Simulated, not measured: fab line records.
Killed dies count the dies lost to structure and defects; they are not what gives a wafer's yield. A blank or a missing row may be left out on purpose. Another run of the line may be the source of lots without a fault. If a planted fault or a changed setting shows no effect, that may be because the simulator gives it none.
Chamber matching | flow n5_finfet | N5_BEOL_M9_ETCH_76 on rie_diel-06: 4 sister chambers
The step etches underlayer in N2/H2, target depth 6.5 nm, time 5.2 s. 4 wafers are shown with their chamber, then 7 later ones without.

## WAFERS WITH THEIR CHAMBER
wafer  | chamber | showerhead_plenum_p_Torr (Torr)
L078.2 | 3       | 2.40
L090.1 | 0       | 2.56
L094.1 | 2       | 2.66
L094.2 | 1       | 2.57

## WAFERS MISSING THEIR CHAMBER
wafer  | showerhead_plenum_p_Torr (Torr)
L094.4 | 2.72
L096.1 | 2.71
L096.2 | 2.56
L096.3 | 2.57
L097.2 | 2.57
L097.4 | 2.71
L097.6 | 2.56

## EACH ONE'S CHAMBER
wafer  | from the rows above     | in truth
L094.4 | 2                       | 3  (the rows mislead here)
L096.1 | 2                       | 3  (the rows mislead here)
L096.2 | can't be placed: 0 or 1 | 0
L096.3 | can't be placed: 1 or 0 | 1
L097.2 | can't be placed: 1 or 0 | 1
L097.4 | 2                       | 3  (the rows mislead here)
L097.6 | can't be placed: 0 or 1 | 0
Correctly placed: 0 of 7. Cannot be placed on the basis of these rows: 4; the candidates contain the true chamber in 4. 3 placed wrongly.
How it was worked out, from the rows above alone: a wafer's distance from a chamber is the root of the sum, over the readings, of the square of ((its reading less the chamber's mean) divided by the reading's scatter). If the next closest chamber is less than 2 further off than the closest, the wafer can't be placed; otherwise it belongs to the closest. A chamber's mean is the mean of its shown wafers. The scatter: root of mean squared gap, hidden wafer to nearest shown wafer, with one shown wafer a chamber.
